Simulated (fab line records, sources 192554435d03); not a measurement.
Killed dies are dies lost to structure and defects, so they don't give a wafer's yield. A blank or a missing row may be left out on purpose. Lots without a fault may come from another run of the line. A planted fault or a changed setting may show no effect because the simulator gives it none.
fab line records | flow n5_finfet | part 1 of 2: steps 1 to 3 of 6
record lots=23 wafers=69 last_day=17
route steps=1938 shown FIN_SAQP@134 DUMMY_GATE@234 SD_EPI_N@273 SD_EPI_P@316
lots that met no fault: from a run of the same line without faults
start_h: hours from the record's first day to the start of the lot's first wafer shown | wait_h: hours since the lot's step before | " the same as in the row above | L1.1+2: a row that stands for several wafers | - no value, or no start given | * or withheld: withheld | < > ~ a bound
route shown NAME@n: a module of which the file shows steps, and the number in the route of the first | usual: mean/standard deviation of fault-free wafers | same: alike in all rows | chamber/n: place in a boat | sites: the reading at each site | _std_site: their standard deviation | _edge_site: outer sites' mean less inner sites' | radius_mm: how far each site lies from the wafer's centre | mask NAME#n: copy n | behind: the tool/chamber that last shaped the wafer | hold: why the lot was held/for how many hours/how that ended | device: the transistor (n, p or np) that didn't switch | end of line: the same wafers' tests at the end of the route | a step without rows: its recipe alone | killed: dies lost to structure and defects at the first sort, not the wafer's yield | map: a wafer's dies, x killed, . not, _ none there
set.NAME: the setting as run; set.NAME@STEP: as run at that earlier step | model.NAME: the simulator's own value behind a step, which no gauge read
steps of the route over a sample of lots; a table a step, a row a wafer
services: from which hour (start_h, from the record's first day; less than 0 if before it) a tool's chamber was out of use, for how many hours, and why
## steps
# step N5_FIN_SAQP_ETCH_69
# recipe chemistry=N2/H2 target=SOC target_depth_a=1500 stop_on=SiNx ion_energy_ev=100 bias_w=61 pressure_mtorr=30 source_w=850 n2_flow_sccm=200 h2_flow_sccm=200
# usual drypump_motor_current_A=5.6/0.42 oes_product_au=0.79/0.091 rf_vpp_V=240.7/1.3 showerhead_plenum_p_Torr=2.54/0.083 throttle_valve_pct=17.8/0.32
# columns lot.wafer tool chamber start_h wait_h drypump_motor_current_A oes_product_au rf_hours_counter_h rf_vpp_V showerhead_plenum_p_Torr throttle_valve_pct
L074.2 rie_diel-03 3 25.80 - 5.6 0.88 41 244.4 2.71 17.8
L074.4 " 1 " " 6.7 0.71 232 239.4 2.50 18.0
L074.5 " 3 " " 5.6 0.89 - 243.5 2.71 17.8
L075.1 rie_diel-01 1 31.85 - 5.6 0.69 242 241.5 2.61 17.9
L075.3 " 2 " " 5.8 0.75 166 240.6 2.55 18.3
L075.6 " 0 " " 5.1 0.92 - 241.1 2.50 17.3
L076.1 rie_diel-05 0 38.63 - 5.5 0.88 19 243.5 2.70 17.3
L076.2 " 2 " " 6.2 0.71 185 241.5 2.65 18.1
L076.3 " 3 " " 5.6 0.76 137 241.5 2.55 17.8
L078.2 rie_diel-05 3 48.77 - 5.6 0.77 140 240.9 2.55 17.9
L078.3 " 0 " " 5.5 0.87 22 242.3 2.69 17.3
L078.5 " 2 " " 6.2 0.70 - 240.4 2.65 18.0
L079.1 rie_diel-03 3 54.88 - 5.6 0.87 52 243.9 2.70 17.8
L079.4 " 1 " " 6.7 0.70 244 239.5 2.50 18.0
L079.6 " 2 " " 6.0 0.69 - 241.2 2.49 17.9
L080.2 rie_diel-01 0 60.77 - 5.1 0.89 22 241.4 2.49 17.4
L080.3 " 3 " " 5.2 0.93 6 240.0 2.50 17.7
L080.6 " 2 " " 5.8 0.73 - 239.2 2.55 18.3
L081.2 rie_diel-03 3 66.96 - 5.7 0.87 57 241.9 2.70 17.8
L081.3 " 0 " " 5.5 0.70 210 238.9 2.41 17.8
L081.4 " 0 " " 5.5 0.70 - 239.3 2.41 17.8
L082.1 rie_diel-01 2 74.19 - 5.8 0.72 185 239.6 2.54 18.3
L082.2 " 3 " " 5.2 0.91 12 240.4 2.49 17.7
L082.4 " 0 " " 5.1 0.87 - 240.7 2.49 17.4
L083.1 rie_diel-03 0 81.20 - 5.5 0.69 217 240.5 2.41 17.8
L083.3 " 3 " " 5.7 0.85 64 242.9 2.70 17.9
L083.6 " 0 " " 5.5 0.69 - 239.6 2.41 17.8
L084.1 rie_diel-01 2 84.84 - 5.8 0.72 189 239.7 2.54 18.3
L084.5 " 3 " " 5.2 0.90 - 239.6 2.49 17.7
L084.6 " 0 " " 5.1 0.87 - 240.2 2.49 17.4
L085.4 rie_diel-01 1 91.91 - 5.6 0.94 6 242.2 2.60 17.5
L085.5 " 2 " " 5.8 0.71 - 240.4 2.54 18.3
L085.6 " 3 " " 5.2 0.90 - 238.8 2.49 17.7
L086.1 rie_diel-05 3 98.58 - 5.6 0.74 163 240.9 2.54 17.9
L086.3 " 0 " " 5.6 0.84 42 244.1 2.69 17.3
L086.4 " 2 " " 6.2 0.70 195 239.9 2.64 18.1
L087.2 rie_diel-03 3 104.32 - 5.7 0.84 73 242.0 2.69 17.9
L087.5 " 0 " " 5.5 0.68 - 239.9 2.41 17.8
L087.6 " 1 " " 6.7 0.98 - 239.2 2.49 17.5
L088.1 rie_diel-05 3 108.53 - 5.6 0.75 165 240.5 2.54 17.9
L088.2 " 2 " " 6.2 0.69 198 241.4 2.64 18.1
L088.6 " 3 " " 5.6 0.74 - 240.4 2.54 17.9
L089.1 rie_diel-05 2 115.16 - 6.2 0.70 200 241.5 2.64 18.1
L089.3 " 3 " " 5.6 0.74 167 238.9 2.54 17.9
L089.5 " 0 " " 5.6 0.84 - 241.5 2.68 17.3
L090.3 rie_diel-03 0 121.48 - 5.5 0.68 233 239.3 2.40 17.8
L090.4 " 3 " " 5.6 0.84 79 242.2 2.69 17.9
L090.6 " 1 " " 6.7 0.95 - 242.3 2.49 17.6
L091.1 rie_diel-01 2 127.27 - 5.8 0.70 206 241.6 2.54 18.4
L091.3 " 1 " " 5.6 0.92 12 242.5 2.60 17.4
L091.5 " 3 " " 5.2 0.87 - 240.5 2.48 17.7
L092.1 rie_diel-05 0 134.22 - 5.6 0.82 50 241.4 2.68 17.3
L092.2 " 2 " " 6.1 0.69 208 242.1 2.64 18.1
L092.6 " 2 " " 6.2 0.68 - 242.1 2.64 18.1
L093.1 rie_diel-01 0 140.44 - 5.1 0.84 56 239.1 2.48 17.4
L093.3 " 2 " " 5.8 0.71 213 241.4 2.53 18.4
L093.4 " 0 " " 5.1 0.84 - 240.7 2.48 17.4
L094.1 rie_diel-03 0 147.79 - 5.5 0.67 237 239.0 2.40 17.8
L094.5 " 0 " " 5.5 0.68 - 240.2 2.40 17.8
L094.6 " 3 " " 5.6 0.84 - 241.3 2.69 17.9
L095.2 rie_diel-05 1 151.54 - 5.5 0.73 188 239.2 2.52 18.1
L095.3 " 3 " " 5.6 0.73 182 241.1 2.53 17.9
L095.5 " 1 " " 5.5 0.73 - 240.4 2.52 18.2
L096.1 rie_diel-01 3 156.74 - 5.2 0.85 43 241.6 2.48 17.7
L096.2 " 1 " " 5.6 0.90 27 239.9 2.59 17.5
L096.5 " 3 " " 5.2 0.84 - 239.1 2.48 17.7
L097.2 rie_diel-01 2 162.68 - 5.8 0.70 222 241.4 2.53 18.4
L097.3 " 0 " " 5.0 0.82 66 239.8 2.47 17.4
L097.6 " 0 " " 5.0 0.82 - 239.6 2.47 17.4
# step N5_DUMMY_GATE_DESCUM_20
# recipe chemistry=O2 time_s=6.2 source_power_w=50 bias_power_w=20 pressure_mtorr=20 rf_frequency_hz=2.712e+07 temp_c=40 resist=CAR-EUV o2_flow_sccm=225
# usual drypump_motor_current_A=5.7/0.39 oes_product_au=0.82/0.08 rf_vpp_V=243.5/1.4 showerhead_plenum_p_Torr=2.12/0.088 throttle_valve_pct=20.41/0.26
# columns lot.wafer tool chamber start_h wait_h drypump_motor_current_A oes_product_au rf_hours_counter_h rf_vpp_V showerhead_plenum_p_Torr throttle_valve_pct
L074.2 rie_diel-06 3 47.01 0.0 5.6 0.79 123 243.3 2.19 20.30
L074.4 " 2 " " 6.0 0.88 42 244.7 2.24 20.33
L074.5 " 2 " " 6.0 0.88 - 245.3 2.24 20.32
L075.1 rie_diel-06 1 54.22 0.0 6.2 0.93 12 242.6 2.05 19.99
L075.3 " 2 " " 6.0 0.87 44 244.0 2.24 20.33
L075.6 " 1 " " 6.2 0.93 - 243.6 2.05 19.99
L076.1 rie_diel-02 3 58.92 0.0 5.9 0.89 33 244.6 2.24 19.96
L076.2 " 2 " " 6.5 0.86 41 243.0 2.05 20.81
L076.3 " 1 " " 5.6 0.98 9 244.7 2.26 20.25
L078.2 rie_diel-04 2 69.54 0.0 5.3 0.85 57 243.3 2.03 20.44
L078.3 " 1 " " 5.6 0.74 170 243.1 2.07 20.29
L078.5 " 0 " " 5.6 0.68 - 243.9 2.07 20.48
L079.1 rie_diel-04 0 75.47 0.0 5.6 0.68 237 241.5 2.07 20.47
L079.4 " 1 " " 5.6 0.75 - 242.9 2.07 20.28
L079.6 " 0 " " 5.6 0.69 - 242.2 2.07 20.47
L080.2 rie_diel-02 2 81.90 0.0 6.5 0.85 48 242.2 2.04 20.82
L080.3 " 2 " " 6.5 0.85 - 242.6 2.04 20.82
L080.6 " 2 " " 6.5 0.84 - 242.2 2.04 20.81
L081.2 rie_diel-04 2 87.69 0.0 5.3 0.85 64 241.7 2.03 20.43
L081.3 " 1 " " 5.6 0.74 177 242.1 2.07 20.28
L081.4 " 1 " " 5.5 0.74 - 244.0 2.07 20.30
L082.1 rie_diel-04 2 95.78 0.0 5.3 0.85 68 242.9 2.03 20.45
L082.2 " 1 " " 5.5 0.73 180 245.3 2.07 20.30
L082.4 " 1 " " 5.5 0.73 - 242.9 2.07 20.30
L083.1 rie_diel-06 0 102.15 0.0 5.6 0.74 174 241.8 2.02 20.68
L083.3 " 2 " " 6.0 0.85 57 244.8 2.23 20.34
L083.6 " 2 " " 6.0 0.85 - 246.0 2.23 20.35
L084.1 rie_diel-02 0 109.09 0.0 5.1 0.78 135 244.9 2.21 20.79
L084.5 " 1 " " 5.6 0.94 - 246.6 2.25 20.27
L084.6 " 2 " " 6.5 0.82 - 242.9 2.04 20.83
L085.4 rie_diel-02 3 113.78 0.0 5.9 0.86 51 245.8 2.23 19.96
L085.5 " 3 " " 5.8 0.86 - 245.1 2.23 19.98
L085.6 " 2 " " 6.5 0.83 - 241.2 2.04 20.85
L086.1 rie_diel-04 3 120.72 0.0 6.0 0.94 8 243.6 2.14 20.47
L086.3 " 2 " " 5.4 0.85 73 241.7 2.03 20.45
L086.4 " 3 " " 6.0 0.94 - 244.1 2.14 20.45
L087.2 rie_diel-02 0 125.67 0.0 5.1 0.77 140 244.7 2.21 20.79
L087.5 " 2 " " 6.5 0.82 - 241.4 2.04 20.85
L087.6 " 1 " " 5.6 0.92 - 244.5 2.25 20.28
L088.1 rie_diel-06 3 129.53 0.2 5.6 0.77 147 244.5 2.19 20.32
L088.2 " 1 " " 6.2 0.87 34 241.9 2.05 20.01
L088.6 " 2 " " 6.0 0.85 - 245.5 2.23 20.35
L089.1 rie_diel-04 2 136.07 0.0 5.3 0.83 79 242.9 2.02 20.48
L089.3 " 3 " " 6.0 0.92 14 242.3 2.14 20.47
L089.5 " 3 " " 6.0 0.92 - 243.4 2.14 20.48
L090.3 rie_diel-02 3 142.18 0.0 5.9 0.84 61 245.5 2.23 20.00
L090.4 " 1 " " 5.7 0.92 33 245.0 2.25 20.29
L090.6 " 1 " " 5.6 0.91 - 244.5 2.25 20.28
L091.1 rie_diel-02 0 149.13 0.0 5.1 0.76 148 244.5 2.21 20.81
L091.3 " 1 " " 5.6 0.91 35 246.3 2.25 20.27
L091.5 " 0 " " 5.1 0.76 - 244.5 2.21 20.80
L092.1 rie_diel-02 1 156.44 0.0 5.6 0.90 37 244.0 2.25 20.28
L092.2 " 2 " " 6.5 0.81 73 242.6 2.04 20.86
L092.6 " 0 " " 5.1 0.76 - 244.0 2.21 20.81
L093.1 rie_diel-02 2 161.24 0.0 6.5 0.81 74 242.6 2.04 20.86
L093.3 " 0 " " 5.1 0.76 151 243.4 2.21 20.82
L093.4 " 1 " " 5.6 0.92 38 245.7 2.25 20.28
L094.1 rie_diel-04 2 168.43 0.0 5.4 0.83 89 243.0 2.02 20.47
L094.5 " 0 " " 5.7 0.94 - 241.6 2.06 20.18
L094.6 " 3 " " 6.0 0.90 - 242.7 2.14 20.47
L095.2 rie_diel-04 2 172.46 0.0 5.3 0.82 90 241.9 2.02 20.47
L095.3 " 1 " " 5.5 0.71 208 243.7 2.06 20.33
L095.5 " 1 " " 5.5 0.71 - 242.7 2.06 20.32
L096.1 rie_diel-06 0 177.10 0.0 5.7 0.71 197 241.0 2.02 20.70
L096.2 " 3 " " 5.6 0.76 160 245.2 2.18 20.37
L096.5 " 2 " " 6.0 0.83 - 245.2 2.23 20.38
L097.2 rie_diel-04 2 184.93 0.1 5.3 0.82 94 241.2 2.02 20.48
L097.3 " 1 " " 5.5 0.70 212 242.7 2.05 20.35
L097.6 " 2 " " 5.3 0.81 - 240.2 2.02 20.47
# step N5_SD_EPI_N_DESCUM_14
# recipe chemistry=O2 time_s=7.9 source_power_w=50 bias_power_w=20 pressure_mtorr=20 rf_frequency_hz=2.712e+07 temp_c=40 resist=CAR-ArF-block o2_flow_sccm=225
# usual drypump_motor_current_A=5.6/0.4 oes_product_au=0.81/0.089 rf_vpp_V=243.3/1.3 showerhead_plenum_p_Torr=2.09/0.063 throttle_valve_pct=20.42/0.22
# columns lot.wafer tool chamber start_h wait_h drypump_motor_current_A oes_product_au rf_hours_counter_h rf_vpp_V showerhead_plenum_p_Torr throttle_valve_pct
L074.2 rie_diel-05 0 49.25 0.0 5.5 0.89 22 244.8 2.23 20.07
L074.4 " 1 " " 5.5 0.78 - 243.8 2.08 20.61
L074.5 " 3 " " 5.6 0.76 - 243.2 2.10 20.41
L075.1 rie_diel-01 3 56.81 0.3 5.2 0.96 5 242.0 2.07 20.46
L075.3 " 2 " " 5.8 0.73 178 242.4 2.07 20.74
L075.6 " 2 " " 5.8 0.73 - 242.8 2.07 20.73
L076.1 rie_diel-03 3 61.49 0.2 5.6 0.88 54 244.4 2.21 20.31
L076.2 " 1 " " 6.7 0.71 246 243.6 2.08 20.76
L076.3 " 0 " " 5.5 0.71 208 241.7 1.99 20.28
L078.2 rie_diel-01 0 73.53 0.0 5.1 0.90 28 242.1 2.07 20.15
L078.3 " 3 " " 5.2 0.94 11 242.6 2.07 20.47
L078.5 " 0 " " 5.1 0.90 - 243.9 2.07 20.16
L079.1 rie_diel-05 3 78.86 0.0 5.6 0.75 155 243.2 2.09 20.43
L079.4 " 3 " " 5.7 0.75 - 243.0 2.09 20.44
L079.6 " 3 " " 5.6 0.76 - 243.6 2.09 20.45
L080.2 rie_diel-05 3 84.74 0.0 5.6 0.76 158 244.4 2.09 20.44
L080.3 " 0 " " 5.5 0.86 36 245.0 2.23 20.09
L080.6 " 1 " " 5.5 0.77 - 243.2 2.07 20.64
L081.2 rie_diel-05 2 91.62 0.0 6.2 0.72 193 244.4 2.14 20.41
L081.3 " 3 " " 5.6 0.74 160 244.2 2.09 20.44
L081.4 " 0 " " 5.5 0.86 39 244.3 2.23 20.07
L082.1 rie_diel-01 2 98.75 0.3 5.8 0.73 194 244.1 2.07 20.77
L082.2 " 3 " " 5.2 0.91 21 243.4 2.06 20.50
L082.4 " 0 " " 5.1 0.89 - 243.5 2.07 20.17
L083.1 rie_diel-01 2 104.42 0.1 5.8 0.72 197 242.9 2.07 20.76
L083.3 " 0 " " 5.1 0.88 40 241.9 2.07 20.19
L083.6 " 0 " " 5.1 0.88 - 242.4 2.06 20.17
L084.1 rie_diel-03 3 111.66 0.3 5.7 0.86 76 246.5 2.20 20.35
L084.5 " 2 " " 5.9 0.92 - 243.2 2.06 20.40
L084.6 " 1 " " 6.8 1.00 - 242.2 2.07 20.39
L085.4 rie_diel-03 3 115.93 0.0 5.6 0.87 77 245.0 2.20 20.34
L085.5 " 2 " " 5.9 0.92 - 242.0 2.06 20.41
L085.6 " 1 " " 6.7 0.97 - 243.2 2.07 20.37
L086.1 rie_diel-03 2 123.15 0.0 5.9 0.92 17 242.9 2.06 20.40
L086.3 " 3 " " 5.6 0.85 79 247.1 2.20 20.37
L086.4 " 0 " " 5.5 0.69 234 241.2 1.98 20.35
L087.2 rie_diel-01 3 128.06 0.0 5.2 0.90 33 242.6 2.06 20.51
L087.5 " 2 " " 5.8 0.72 - 242.1 2.06 20.78
L087.6 " 3 " " 5.2 0.89 - 242.4 2.06 20.51
L088.1 rie_diel-05 1 132.32 0.3 5.5 0.74 180 243.7 2.06 20.68
L088.2 " 2 " " 6.2 0.70 207 242.4 2.14 20.43
L088.6 " 0 " " 5.5 0.83 - 245.2 2.22 20.09
L089.1 rie_diel-01 2 138.50 0.1 5.8 0.72 212 243.1 2.06 20.77
L089.3 " 0 " " 5.1 0.86 55 244.0 2.06 20.20
L089.5 " 3 " " 5.2 0.88 - 242.6 2.06 20.52
L090.3 rie_diel-05 3 145.18 0.8 5.6 0.73 181 242.5 2.08 20.50
L090.4 " 1 " " 5.5 0.74 185 243.1 2.06 20.70
L090.6 " 1 " " 5.5 0.74 - 243.5 2.06 20.70
L091.1 rie_diel-03 1 151.43 0.0 6.7 0.95 14 242.6 2.07 20.40
L091.3 " 2 " " 5.9 0.89 22 242.5 2.06 20.42
L091.5 " 3 " " 5.6 0.85 - 244.4 2.20 20.37
L092.1 rie_diel-01 0 158.69 0.0 5.1 0.85 65 242.3 2.06 20.22
L092.2 " 2 " " 5.8 0.71 221 241.7 2.06 20.79
L092.6 " 0 " " 5.1 0.84 - 243.0 2.06 20.22
L093.1 rie_diel-05 0 163.36 0.0 5.6 0.83 61 246.0 2.22 20.10
L093.3 " 2 " " 6.2 0.70 220 244.4 2.13 20.45
L093.4 " 3 " " 5.5 0.73 188 243.5 2.08 20.49
L094.1 rie_diel-01 2 170.82 0.0 5.8 0.70 225 241.4 2.06 20.78
L094.5 " 0 " " 5.1 0.84 - 241.7 2.06 20.22
L094.6 " 3 " " 5.2 0.86 - 243.4 2.05 20.52
L095.2 rie_diel-05 0 174.88 0.0 5.5 0.82 65 244.4 2.22 20.12
L095.3 " 1 " " 5.5 0.73 197 242.4 2.06 20.72
L095.5 " 2 " " 6.2 0.69 - 244.6 2.13 20.46
L096.1 rie_diel-05 2 180.42 0.3 6.1 0.70 226 244.7 2.13 20.44
L096.2 " 0 " " 5.6 0.82 67 245.3 2.22 20.13
L096.5 " 0 " " 5.5 0.82 - 244.6 2.22 20.11
L097.2 rie_diel-03 2 189.75 0.2 5.9 0.87 37 244.0 2.05 20.44
L097.3 " 1 " " 6.7 0.92 29 241.8 2.06 20.41
L097.6 " 3 " " 5.7 0.82 - 245.9 2.19 20.39
